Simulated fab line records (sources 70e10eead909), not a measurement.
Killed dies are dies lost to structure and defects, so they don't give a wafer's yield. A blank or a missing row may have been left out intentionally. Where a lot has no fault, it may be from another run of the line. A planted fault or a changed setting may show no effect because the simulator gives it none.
fab line records | flow nand_harc
[record] lots = 5 wafers = 15 last_day = 33
route steps=1302 shown A_CHANNEL_HOLE_D1@481 A_CHANNEL_FILL_D1@490 A_DECK1_JOINT@518 A_M0@1150 END@1302
lots untouched by any fault: they come from a run of this same line in which no faults occurred
start_h: the number of hours between the record's first day and the start of the first shown wafer of the lot | wait_h: hours since the lot's step before | " identical to the entry in the row above | L1.1+2: several wafers, shown together as one row | - no value present, or no start provided | * or withheld: withheld | < > ~ a bound
route shown NAME@n: names a module that has steps shown in the file, with the first one's number in the route | usual: the fault-free wafers' mean and standard deviation | same: alike in all rows | chamber/n: place in a boat | sites: readings site by site | _std_site: their standard deviation | _edge_site: outer sites' mean less inner sites' | radius_mm: for every site, how far away it sits from the centre of the wafer | mask NAME#n: copy n | behind: the tool/chamber that last shaped the wafer | hold: the reason the lot was held/the length of the hold in hours/how it ended | device: the n, p or np transistor that did not switch | end of line: tests of these same wafers at the route's end | a step without rows: its recipe alone | killed: at the first sort, the dies lost to defects and structure; wafer yield is something else | map: per-die view of a wafer (x killed, . not killed, _ where there is no die)
set.NAME: setting as actually run; set.NAME@STEP: the setting as run at that earlier step | model.NAME: the simulator's own value behind a step, which no gauge read
a table for each step, a row for each wafer; lots at some steps of the route
services: from which hour (start_h, from the record's first day; less than 0 if before it) a tool's chamber was out of use, for how many hours, and why
[[steps]]
[step NHARC_A_CHANNEL_HOLE_D1_STRIP_42]
[recipe] cf4_flow_sccm = 100 chf3_flow_sccm = 30 ar_flow_sccm = 0 bias_w = 0 chemistry = CF4/CHF3
[step NHARC_A_CHANNEL_HOLE_D1_STRIP_43]
[recipe] o2_flow_sccm = 400 cos_flow_sccm = 20 ar_flow_sccm = 0 bias_w = 0 chemistry = O2/COS
[step NHARC_A_CHANNEL_HOLE_D1_ETCH_44]
[recipe] target_depth_a = 1400 overetch_a = 140 time_s = 77 ion_energy_ev = 100 cf4_flow_sccm = 80 o2_flow_sccm = 20 ar_flow_sccm = 0 rf_w = 300 bias_w = 100 chemistry = CF4/O2
[step NHARC_A_CHANNEL_HOLE_D1_STRIP_27]
[recipe] o2_flow_sccm = 500 ar_flow_sccm = 0 bias_w = 0 chemistry = O2
[usual] chamber_pressure_mTorr = 60.01/0.055 drypump_motor_current_A = 5.5/0.32 mfc_ar_sccm = 0.015/0.016 oes_product_au = 0.998/0.0079 rf_vpp_V = 57.7/0.9 showerhead_plenum_p_Torr = 3.49/0.16 throttle_valve_pct = 17.036/0.0096
// columns lot.wafer tool chamber start_h wait_h chamber_pressure_mTorr drypump_motor_current_A mfc_ar_sccm oes_product_au rf_hours_counter_h rf_vpp_V showerhead_plenum_p_Torr throttle_valve_pct
L557.1 rie_diel-10 3 - - 59.82 5.6 0.011 0.996 13 57.9 3.40 17.028
L557.5 " 0 " " 60.06 5.5 0 1.003 - 59.4 3.75 17.027
L557.6 " 1 " " 60.00 5.4 0.022 1.006 - 56.0 3.32 17.020
L565.1 rie_diel-12 2 - - 60.03 6.1 0.027 1.002 4 56.5 3.38 17.026
L565.2 " 3 " " 59.98 5.8 0 1.001 4 57.8 3.43 17.035
L565.6 " 1 " " 59.91 5.1 0 0.995 - 57.5 3.47 17.032
L568.1 rie_diel-10 3 - - 60.02 5.6 0.011 1.011 6 58.7 3.39 17.060
L568.5 " 1 " " 59.99 5.4 0.022 0.999 - 56.0 3.32 17.041
L568.6 " 2 " " 60.05 5.1 0.043 1.000 - 57.7 3.64 17.037
L569.2 rie_diel-10 0 - - 60.01 5.5 0 1.009 7 58.1 3.75 17.037
L569.1 " 3 " " 59.99 5.6 0.011 1.014 7 56.5 3.39 17.037
L569.5 " 1 " " 59.94 5.3 0.022 1.005 - 58.5 3.32 17.035
L575.1 rie_diel-07 0 - - 59.88 5.4 0 1.013 28 57.8 3.28 17.032
L575.4 " 2 " " 60.03 5.4 0 1.000 30 56.6 3.37 17.046
L575.6 " 0 " " 60.07 5.5 0 1.006 - 59.1 3.28 17.013
[step NHARC_A_CHANNEL_HOLE_D1_PRECLEAN_28]
[recipe] time_s = * temp_c = 50 bath_age_min = 0 chemistry = SC1
[step NHARC_A_CHANNEL_HOLE_D1_SRD_29]
[step NHARC_A_CHANNEL_HOLE_D1_CD_MEAS_30]
[usual] cd_nm = 90.0/0.85
// columns lot.wafer tool chamber start_h wait_h cd_nm
L557.1 cd_sem-03 - 205.53 - 89.7
L557.5 " - " " 90.5
L557.6 " - " " 89.7
L565.1 cd_sem-02 - 296.57 - 89.4
L565.2 " - " " 89.7
L565.6 " - " " 90.6
L568.1 cd_sem-03 - 320.39 - 91.8
L568.5 " - " " 91.3
L568.6 " - " " 90.3
L569.1 cd_sem-03 - 340.89 - 90.6
L569.2 " - " " 92.0
L569.5 " - " " 89.9
L575.1 cd_sem-02 - 399.48 - 89.5
L575.4 " - " " 89.1
L575.6 " - " " 88.9
[step NHARC_A_CHANNEL_HOLE_D1_XSEM_31]
[recipe] landing_energy_ev = 35000
[usual] bot_cd_nm = 74.4/0.99 bow_nm = 8.64/0.29 tilt_deg = 0.07/0.038
// columns lot.wafer tool chamber start_h wait_h bot_cd_nm bow_nm tilt_deg
L557.1 xsem-01 0 205.62 0.1 74.7 8.92 0.01
L557.5 " 0 " " 75.8 8.82 0.01
L557.6 " 0 " " 74.8 8.90 0.01
L565.1 xsem-01 0 296.66 0.1 75.0 8.63 0.08
L565.2 " 0 " " 75.9 8.61 0.08
L565.6 " 0 " " 76.6 8.69 0.08
L568.1 xsem-01 0 320.48 0.1 76.2 8.99 0.05
L568.5 " 0 " " 75.3 8.90 0.05
L568.6 " 0 " " 74.8 8.91 0.05
L569.1 xsem-02 0 340.98 0.1 75.0 8.81 0.09
L569.2 " 0 " " 75.9 8.97 0.08
L569.5 " 0 " " 74.3 8.93 0.08
L575.1 xsem-01 0 399.57 0.1 74.3 8.77 0.05
L575.4 " 0 " " 73.9 8.73 0.05
L575.6 " 0 " " 73.9 8.88 0.05
[step NHARC_A_CHANNEL_HOLE_D1_INSPECT_40]
[usual] raw_defect_count = 74/28
// columns lot.wafer tool chamber start_h wait_h raw_defect_count
L557.1 defect_inspect-02 - 205.72 - 98
L557.5 " - " " 84
L557.6 " - " " 117
L565.1 defect_inspect-02 - 296.75 - 97
L565.2 " - " " 76
L565.6 " - " " 97
L568.1 defect_inspect-02 - 320.57 - 100
L568.5 " - " " 98
L568.6 " - " " 87
L569.1 defect_inspect-01 - 341.08 - 53
L569.2 " - " " 49
L569.5 " - " " 35
L575.1 defect_inspect-02 - 399.67 - 39
L575.4 " - " " 48
L575.6 " - " " 34
[step NHARC_A_CHANNEL_FILL_D1_PRECLEAN_00]
[recipe] time_s = * temp_c = 50 bath_age_min = 0 chemistry = SC1
[step NHARC_A_CHANNEL_FILL_D1_SRD_01]
[step NHARC_A_CHANNEL_FILL_D1_ALD_02]
[recipe] target_thk_a = 60 pulse_time_s = 10 ald_cycles = 60 temp_c = 300 material = SiO2
[step NHARC_A_CHANNEL_FILL_D1_ALD_03]
[recipe] target_thk_a = 60 pulse_time_s = 60 ald_cycles = 58 temp_c = 630 pressure_torr = 2 material = SiNx
[usual] precursor_pulse_height_rel = 0.997/0.019 susceptor_temp_C = 630.02/0.23
// columns lot.wafer tool chamber start_h wait_h precursor_pulse_height_rel susceptor_temp_C
L557.1 ald_sin_batch-03 0 208.40 - 1.016 -
L557.5 " 0 " " 0.992 -
L557.6 " 0 " " 0.998 -
L565.1 ald_sin_batch-01 0 300.23 - 1.000 630.23
L565.2 " 0 " " 1.011 629.89
L565.6 " 0 " " 1.017 630.02
L568.1 ald_sin_batch-03 0 324.70 - 0.995 604.10
L568.5 " 0 " " 1.007 604.22
L568.6 " 0 " " 1.021 604.24
L569.1 ald_sin_batch-01 0 345.18 - 1.011 -
L569.2 " 0 " " 1.026 -
L569.5 " 0 " " 1.023 -
L575.1 ald_sin_batch-01 0 403.30 - 0.995 630.21
L575.4 " 0 " " 0.965 630.39
L575.6 " 0 " " 1.024 630.13
[step NHARC_A_CHANNEL_FILL_D1_ALD_14]
[recipe] target_thk_a = 25 pulse_time_s = 10 ald_cycles = 25 temp_c = 300 material = SiO2
[usual] heater_power_outer_w = 260/21 heater_power_w = 475/34 precursor_pulse_height_rel = 0.997/0.021 susceptor_temp_C = 300.01/0.18
// columns lot.wafer tool chamber start_h wait_h heater_power_outer_w heater_power_w precursor_pulse_height_rel susceptor_temp_C
L557.1 ald_hk-02 2 212.25 0.3 294 498 1.034 299.80
L557.5 " 0 " " 265 481 0.995 300.33
L557.6 " 1 " " 263 461 0.978 299.88
L565.2 ald_hk-04 1 303.82 0.0 236 391 0.974 299.88
L565.1 " 0 " " 277 538 0.997 299.75
L565.6 " 2 " " 240 452 0.992 299.93
L568.1 ald_hk-03 1 328.31 0.1 257 482 1.001 300.09
L568.6 " 0 " " 264 482 0.996 299.85
L568.5 " 1 " " 247 478 0.987 299.90
L569.2 ald_hk-03 2 348.96 0.3 250 486 0.998 299.95
L569.1 " 0 " " 248 471 0.963 300.00
L569.5 " 1 " " 250 493 1.005 299.82
L575.4 ald_hk-04 1 406.89 0.0 237 397 0.975 299.84
L575.1 " 0 " " 280 541 0.972 299.98
L575.6 " 2 " " 247 465 1.007 300.04
[step NHARC_A_CHANNEL_FILL_D1_ALD_15]
[recipe] target_thk_a = 20 pulse_time_s = 60 ald_cycles = 19 temp_c = 630 pressure_torr = 2 material = SiNx
[step NHARC_A_CHANNEL_FILL_D1_ALD_16]
[recipe] target_thk_a = 15 pulse_time_s = 10 ald_cycles = 15 temp_c = 300 material = SiO2
[step NHARC_A_CHANNEL_FILL_D1_ANNEAL_17]
[recipe] temp_c = 850 time_s = 1800
[step NHARC_A_CHANNEL_FILL_D1_CVD_18]
[recipe] target_thk_a = 30 temp_c = 550 material = poly-Si
[step NHARC_A_CHANNEL_FILL_D1_ETCHBACK_19]
[recipe] target_depth_a = 50 time_s = 1.7 hbr_flow_sccm = 150 cl2_flow_sccm = 50 rf_w = 400 icp_w = 400 bias_w = 100 chemistry = HBr/Cl2
[usual] chamber_pressure_mTorr = 15.002/0.013 drypump_motor_current_A = 5.8/0.48 mfc_cl2_sccm = 49.99/0.15 oes_product_au = 1.000/0.0071 throttle_valve_pct = 26.405/0.0089
[same] time_s = 1.7
// columns lot.wafer tool chamber start_h wait_h chamber_pressure_mTorr drypump_motor_current_A mfc_cl2_sccm oes_product_au rf_hours_counter_h throttle_valve_pct
L557.1 rie_si-06 2 229.07 0.4 14.965 6.0 50.10 1.006 1.1 26.407
L557.5 " 0 " " 15.009 5.8 50.01 1.000 - 26.388
L557.6 " 1 " " 14.978 6.7 50.10 1.003 - 26.392
L565.1 rie_si-02 3 320.97 0.4 15.011 5.0 49.90 0.990 0.2 26.403
L565.2 " 2 " " 14.989 5.4 50.11 1.005 0.1 26.410
L565.6 " 0 " " 15.012 5.4 50.25 0.998 - 26.412
L568.1 rie_si-02 1 345.37 0.4 15.018 5.8 50.07 0.998 0.3 26.399
L568.6 " 2 " " 15.013 5.4 50.07 0.995 - 26.399
L568.5 " 3 " " 15.001 5.1 49.81 0.998 - 26.384
L569.1 rie_si-02 3 365.64 0.4 14.997 5.0 50.05 0.997 0.5 26.401
L569.2 " 1 " " 15.003 5.8 49.81 0.994 0.5 26.417
L569.5 " 3 " " 14.997 5.0 50.33 0.992 - 26.416
L575.1 rie_si-02 3 425.43 0.4 14.982 5.0 49.91 1.003 0.8 26.409
L575.4 " 0 " " 15.029 5.4 49.73 1.011 0.8 26.395
L575.6 " 3 " " 15.000 5.0 49.83 1.014 - 26.413
[step NHARC_A_CHANNEL_FILL_D1_ETCHBACK_20]
[recipe] target_depth_a = 270 time_s = 13.5 c4f8_flow_sccm = withheld o2_flow_sccm = 8 ar_flow_sccm = withheld rf_w = 600 bias_w = 1500 chemistry = C4F8/O2/Ar
[step NHARC_A_CHANNEL_FILL_D1_STRIP_28]
[recipe] time_s = 20 o2_flow_sccm = 500 ar_flow_sccm = 0 bias_w = 0 chemistry = O2
[step NHARC_A_CHANNEL_FILL_D1_PRECLEAN_21]
[recipe] time_s = 30 chemistry = dHF
[step NHARC_A_CHANNEL_FILL_D1_SRD_23]
[step NHARC_A_CHANNEL_FILL_D1_CVD_05]
[recipe] target_thk_a = 50 temp_c = 550 material = poly-Si
[step NHARC_A_CHANNEL_FILL_D1_ANNEAL_22]
[recipe] temp_c = 620 time_s = 7200
[step NHARC_A_CHANNEL_FILL_D1_ALD_25]
[recipe] target_thk_a = 600 pulse_time_s = 10 ald_cycles = 600 temp_c = 300 material = SiOx
[usual] heater_power_outer_w = 264/21 heater_power_w = 478/30 precursor_pulse_height_rel = 0.999/0.02 susceptor_temp_C = 300.02/0.2
// columns lot.wafer tool chamber start_h wait_h heater_power_outer_w heater_power_w precursor_pulse_height_rel susceptor_temp_C
L557.1 ald_hk-02 3 242.01 0.7 294 518 1.001 299.98
L557.5 " 2 243.84 2.5 302 511 1.030 300.31
L557.6 " 3 " " 288 514 0.998 299.84
L565.1 ald_hk-03 2 333.10 0.1 256 462 1.032 299.68
L565.2 " 3 " " 260 484 0.983 299.83
L565.6 " 3 336.18 3.1 259 478 0.999 299.97
L568.1 ald_hk-03 2 358.73 1.3 257 470 1.011 299.87
L568.6 " 0 359.95 2.5 252 487 1.021 299.67
L568.5 " 1 " " 243 501 0.992 300.14
L569.2 ald_hk-02 1 378.47 0.7 259 456 1.006 299.90
L569.1 " 3 379.69 1.9 291 522 0.984 299.87
L569.5 " 0 " " 263 486 0.978 300.04
L575.1 ald_hk-03 1 439.60 0.1 229 452 1.015 -
L575.4 " 2 " " 252 484 1.010 -
L575.6 " 2 442.63 3.1 256 478 0.983 -
[step NHARC_A_CHANNEL_FILL_D1_ETCHBACK_08]
[recipe] target_depth_a = 2200 time_s = 110 c4f8_flow_sccm = 20 ar_flow_sccm = withheld rf_w = 600 bias_w = 300 chemistry = C4F8
[step NHARC_A_CHANNEL_FILL_D1_STRIP_29]
[recipe] time_s = 20 o2_flow_sccm = 500 ar_flow_sccm = 0 bias_w = 0 chemistry = O2
[step NHARC_A_CHANNEL_FILL_D1_PRECLEAN_30]
[recipe] time_s = 30 chemistry = dHF
[step NHARC_A_CHANNEL_FILL_D1_SRD_31]
[step NHARC_A_CHANNEL_FILL_D1_CVD_09]
[recipe] target_thk_a = 1500 temp_c = 620 pressure_mtorr = 200 time_s = 3000 material = poly-Si
[step NHARC_A_CHANNEL_FILL_D1_CMP_10]
[recipe] target_thk_nm = 150
[step NHARC_A_CHANNEL_FILL_D1_SRD_12]
[step NHARC_A_CHANNEL_FILL_D1_INSPECT_13]
[usual] raw_defect_count = 308/140
// columns lot.wafer tool chamber start_h wait_h raw_defect_count
L557.1 defect_inspect-02 - 253.16 0.0 351
L557.5 " - " " 386
L557.6 " - " " 272
L565.1 defect_inspect-01 - 344.69 0.0 541
L565.2 " - " " 1418
L565.6 " - " " 627
L568.1 defect_inspect-02 - 369.40 0.0 398
L568.5 " - " " 358
L568.6 " - " " 265
L569.1 defect_inspect-01 - 389.70 0.0 259
L569.2 " - " " 327
L569.5 " - " " 243
L575.1 defect_inspect-02 - 451.29 0.0 218
L575.4 " - " " 224
L575.6 " - " " 162
[step NHARC_A_DECK1_JOINT_ETCHBACK_07]
[recipe] target_depth_a = 1050 time_s = 26.9 hbr_flow_sccm = 150 rf_w = 350 icp_w = 350 bias_w = 60 chemistry = HBr
[step NHARC_A_DECK1_JOINT_ETCH_25]
[recipe] target_depth_a = 5 chemistry = dHF material = SiO2
[step NHARC_A_DECK1_JOINT_ETCH_19]
[recipe] temp_c = 25 target_depth_a = 30 chemistry = TMAH material = poly-Si
[step NHARC_A_DECK1_JOINT_ETCH_18]
[recipe] target_depth_a = 30 chemistry = dHF material = SiO2
[step NHARC_A_DECK1_JOINT_WET_08]
[recipe] temp_c = 160 time_s = 86 chemistry = H3PO4
[step NHARC_A_M0_DESCUM_14]
[recipe] time_s = 3 o2_flow_sccm = 200 ar_flow_sccm = 0 bias_power_w = 0 chemistry = O2
[usual] chamber_pressure_mTorr = 60.01/0.11 drypump_motor_current_A = 5.7/0.49 mfc_ar_sccm = 0.011/0.01 oes_product_au = 1.002/0.008 rf_vpp_V = 57.7/0.89 showerhead_plenum_p_Torr = 1.90/0.099 throttle_valve_pct = 11.311/0.009
[same] time_s = 3
// columns lot.wafer tool chamber start_h wait_h chamber_pressure_mTorr drypump_motor_current_A mfc_ar_sccm oes_product_au rf_hours_counter_h rf_vpp_V showerhead_plenum_p_Torr throttle_valve_pct model.A_M0.cd_nm
L557.1 rie_diel-01 0 538.47 0.1 60.00 4.9 0.002 0.995 6.8 57.4 2.05 11.311 79.61
L557.6 " 1 " " 60.03 5.2 0.018 1.004 - 57.2 1.99 11.297 80.23
L557.5 " 2 " " 60.06 6.2 0.023 1.007 - 57.7 1.82 11.316 80.61
L565.1 rie_diel-01 3 620.26 0.1 59.98 5.1 0.007 1.009 3.4 57.9 1.99 11.291 80.94
L565.2 " 1 " " 60.08 5.2 0.018 1.012 3.4 59.7 1.99 11.314 80.52
L565.6 " 2 " " 59.92 6.2 0.023 1.016 - 56.3 1.82 11.324 80.58
L568.1 rie_diel-03 3 666.84 0.4 59.90 5.3 0 1.002 0.1 58.0 1.86 11.317 82.76
L568.5 " 2 " " 60.10 5.6 0 1.002 - 56.1 1.80 11.323 82.91
L568.6 " 3 " " 60.06 5.3 0 1.000 - 57.2 1.86 11.311 82.85
L569.1 rie_diel-03 3 672.41 0.1 59.95 5.3 0 1.002 1.3 57.1 1.86 11.317 79.89
L569.2 " 0 " " 60.02 6.3 0.012 0.991 1.4 58.1 1.80 11.326 79.36
L569.5 " 2 " " 60.15 5.6 0 0.999 - 56.4 1.80 11.316 81.41
L575.1 rie_diel-05 2 740.64 0.1 59.99 5.8 0.034 1.008 6.1 57.1 2.02 11.308 79.86
L575.4 " 1 " " 59.96 5.4 0.010 1.002 6.5 57.4 1.92 11.307 80.11
L575.6 " 3 " " 59.96 5.9 0 0.982 - 57.4 1.77 11.320 81.05
[step NHARC_A_M0_ETCH_15]
[recipe] target_depth_a = 1500 overetch_a = 150 time_s = 82.5 c4f8_flow_sccm = withheld ar_flow_sccm = 400 rf_w = 600 bias_w = 300 chemistry = C4F8/Ar
[usual] chamber_pressure_mTorr = 24.998/0.022 oes_product_au = 0.943/0.024 rf_vpp_V = 440/3.1
[same] time_s = 82.5
// columns lot.wafer tool chamber start_h wait_h chamber_pressure_mTorr oes_product_au rf_hours_counter_h rf_vpp_V model.A_M0.cd_nm
L557.1 rie_diel-01 2 - - 24.999 0.921 7.1 438 79.39
L557.5 " 3 " " 25.020 0.920 - 442 80.23
L557.6 " 0 " " 25.013 0.917 - 445 79.93
L565.1 rie_diel-01 1 - - 25.022 0.964 3.4 444 80.84
L565.2 " 2 " " 24.959 0.966 1.9 438 80.71
L565.6 " 3 " " 24.972 0.962 - 442 80.54
L568.1 rie_diel-03 0 - - 25.012 0.976 0.1 438 82.58
L568.5 " 0 " " 25.013 0.975 - 437 83.03
L568.6 " 1 " " 24.996 0.975 - 439 82.67
L569.1 rie_diel-03 0 - - 24.992 0.963 1.4 437 80.12
L569.2 " 3 " " 25.002 0.938 1.4 438 79.13
L569.5 " 0 " " 24.978 0.957 - 438 81.31
L575.1 rie_diel-05 2 - - 24.999 0.935 6.1 445 80.04
L575.4 " 3 " " 24.987 0.914 7.4 437 79.99
L575.6 " 2 " " 25.029 0.938 - 444 80.88
[step NHARC_END_SORT_01]
[recipe] temp_c = 25
[usual] killed_at_array = 52/20 killed_at_other = 1.0/1.3 killed_at_periphery = 3.7/2.2 killed_dies = 57/20 killed_open = 3.2/1.6 killed_short = 2.4/1.6
[same] gross_dies = 677
// columns lot.wafer tool chamber start_h wait_h killed_at_array killed_at_other killed_at_periphery killed_dies killed_open killed_short
L565.1 prober-01 0 656.18 2.5 76 0 6 82 5 0
L565.2 prober-01 0 656.99 2.8 78 0 8 86 4 1
L565.6 prober-01 0 660.22 4.0 87 0 7 94 1 1
L569.1 prober-02 0 711.74 2.5 27 0 7 34 3 1
L569.2 prober-02 0 712.53 2.8 26 0 5 31 3 3
L569.5 prober-02 0 714.89 3.7 26 0 3 29 3 2
L568.1 prober-01 0 716.00 2.5 32 0 3 35 3 1
L568.5 prober-01 0 719.19 3.7 42 0 3 45 8 0
L568.6 prober-01 0 719.99 4.0 41 0 4 45 4 3
// killed by level:class
L565.1 A_SLIT:chamber_film_flake=30 A_CHANNEL_HOLE_D1:chamber_film_flake=25 A_CHANNEL_HOLE_D2:chamber_film_flake=12 P_CONTACT:chamber_film_flake=4 A_STAIRCASE:chamber_film_flake=2 A_ONON_D1:geometric_particle:open=2 P_M2:chamber_film_flake=2 A_ONON_D2:geometric_particle:open=1
L565.2 A_CHANNEL_HOLE_D1:chamber_film_flake=28 A_SLIT:chamber_film_flake=27 A_CHANNEL_HOLE_D2:chamber_film_flake=9 P_CONTACT:chamber_film_flake=7 A_STAIRCASE:chamber_film_flake=5 A_CONTACT:geometric_particle:open=2 A_ZERO_WELL:chamber_film_flake=2 A_BONDPAD:chamber_film_flake=2
L565.6 A_SLIT:chamber_film_flake=30 A_CHANNEL_HOLE_D1:chamber_film_flake=27 A_CHANNEL_HOLE_D2:chamber_film_flake=20 P_CONTACT:chamber_film_flake=3 P_M2:chamber_film_flake=3 A_STAIRCASE:chamber_film_flake=3 A_BONDPAD:chamber_film_flake=2 A_STAIRCASE:geometric_particle:short=1
L569.1 A_CHANNEL_HOLE_D1:chamber_film_flake=7 A_SLIT:chamber_film_flake=7 A_CONTACT:chamber_film_flake=7 P_CONTACT:chamber_film_flake=4 A_ONON_D2:geometric_particle:open=2 P_GATE:chamber_film_flake=2 P_M0:geometric_particle:short=1 A_ONON_D1:geometric_particle:open=1
L569.2 A_CHANNEL_HOLE_D1:chamber_film_flake=10 P_CONTACT:chamber_film_flake=4 A_CHANNEL_FILL_D1:chamber_film_flake=4 A_STAIRCASE:chamber_film_flake=3 A_SLIT:chamber_film_flake=2 P_M0:geometric_particle:short=1 A_ONON_D1:geometric_particle:short=1 A_CHANNEL_HOLE_D1:geometric_particle:short=1
L569.5 A_CHANNEL_HOLE_D1:chamber_film_flake=6 A_CHANNEL_FILL_D1:chamber_film_flake=4 A_CONTACT:chamber_film_flake=4 A_DECK1_JOINT:chamber_film_flake=3 A_SLIT:chamber_film_flake=3 A_CHANNEL_FILL_D1:geometric_particle:open=2 P_CONTACT:chamber_film_flake=2 P_M1:geometric_particle:open=1
L568.1 A_CHANNEL_HOLE_D1:chamber_film_flake=22 P_M1:chamber_film_flake=2 A_SLIT:chamber_film_flake=2 A_CHANNEL_FILL_D1:chamber_film_flake=2 A_STAIRCASE:chamber_film_flake=2 P_CONTACT:geometric_particle:open=1 A_ONON_D2:geometric_particle:open=1 A_CHANNEL_FILL_D2:geometric_particle:open=1
L568.5 A_CHANNEL_HOLE_D1:chamber_film_flake=26 A_DECK1_JOINT:geometric_particle:open=2 A_STAIRCASE:chamber_film_flake=2 A_SLIT:chamber_film_flake=2 P_M0:geometric_particle:open=1 A_CHANNEL_HOLE_D1:geometric_particle:open=1 A_STAIRCASE:geometric_particle:open=1 A_SGD_CUT:geometric_particle:open=1
L568.6 A_CHANNEL_HOLE_D1:chamber_film_flake=26 A_SLIT:chamber_film_flake=3 A_CONTACT:chamber_film_flake=3 A_CONTACT:geometric_particle:open=2 P_M1:chamber_film_flake=2 P_CONTACT:geometric_particle:open=1 A_ONON_D2:geometric_particle:short=1 A_SGD_CUT:geometric_particle:short=1
[[services]]
// columns tool chamber start_h hours kind
rie_diel-01 2 186.19 5.9 repair
rie_diel-01 0 192.01 2.4 repair
rie_diel-01 - 203.80 9.0 pm
ald_hk-03 - 217.85 10.0 pm
rie_diel-01 3 250.10 11.1 repair
rie_si-02 - 277.00 9.0 pm
rie_diel-03 - 281.30 9.0 pm
rie_diel-01 3 281.96 4.6 repair
rie_si-02 - 325.84 0.5 repair
xsem-01 - 364.77 1.8 repair
rie_diel-01 - 373.98 0.9 repair
xsem-01 - 374.00 14.0 pm
rie_diel-01 - 380.80 9.0 pm
ald_hk-03 - 389.50 0.6 repair
ald_hk-03 - 395.85 10.0 pm
rie_diel-03 2 428.23 13.2 repair
rie_si-02 - 454.00 9.0 pm
rie_diel-03 - 458.35 9.0 pm
ald_hk-03 - 499.69 0.7 repair
rie_diel-03 3 505.65 8.8 repair
rie_diel-03 3 556.88 8.2 repair
rie_diel-01 - 557.80 9.0 pm
rie_diel-01 2 579.17 3.6 repair
ald_hk-03 - 595.53 2.6 repair
[[key]]
[first_sign] step = NHARC_A_CHANNEL_FILL_D1_ALD_03 reading = susceptor_temp_C direction = down sigmas = 99+ usual = * struck = *
effect none on later readings
[model_effect] step = NHARC_A_M0_DESCUM_14 value = A_M0.cd_nm without = 80.84 struck = 82.84
[model_effect] step = NHARC_A_M0_ETCH_15 value = A_M0.cd_nm without = 80.79 struck = 82.76
met_at NHARC_A_CHANNEL_FILL_D1_ALD_03
struck_wafers L568.1,L568.5,L568.6
tester_left_out L568
[loop_trim] step = NHARC_A_M0_EXPOSE_06 setting = dose lots = L568
onset_between 208.40 324.70
[fault] kind = process_parameter_drift tool = ald_sin_batch-03 chamber = - onset_h = 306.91 steps = NHARC_A_CHANNEL_FILL_D1_ALD_03,NHARC_A_CHANNEL_FILL_D1_ALD_15,NHARC_A_CHANNEL_FILL_D2_ALD_03,NHARC_A_CHANNEL_FILL_D2_ALD_15 channel = temp_c offset = * shape = step end_h = 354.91 stated = *
// tester_left_out: of these lots the tester's yield and bins aren't shown, on N5 and GAA mostly nor the transistor test; their killed dies are dies lost to structure and defects alone, not to doping, threshold or leakage, so they don't give the yield
// loop_trim: a control loop set the setting to another value than it would have without faults
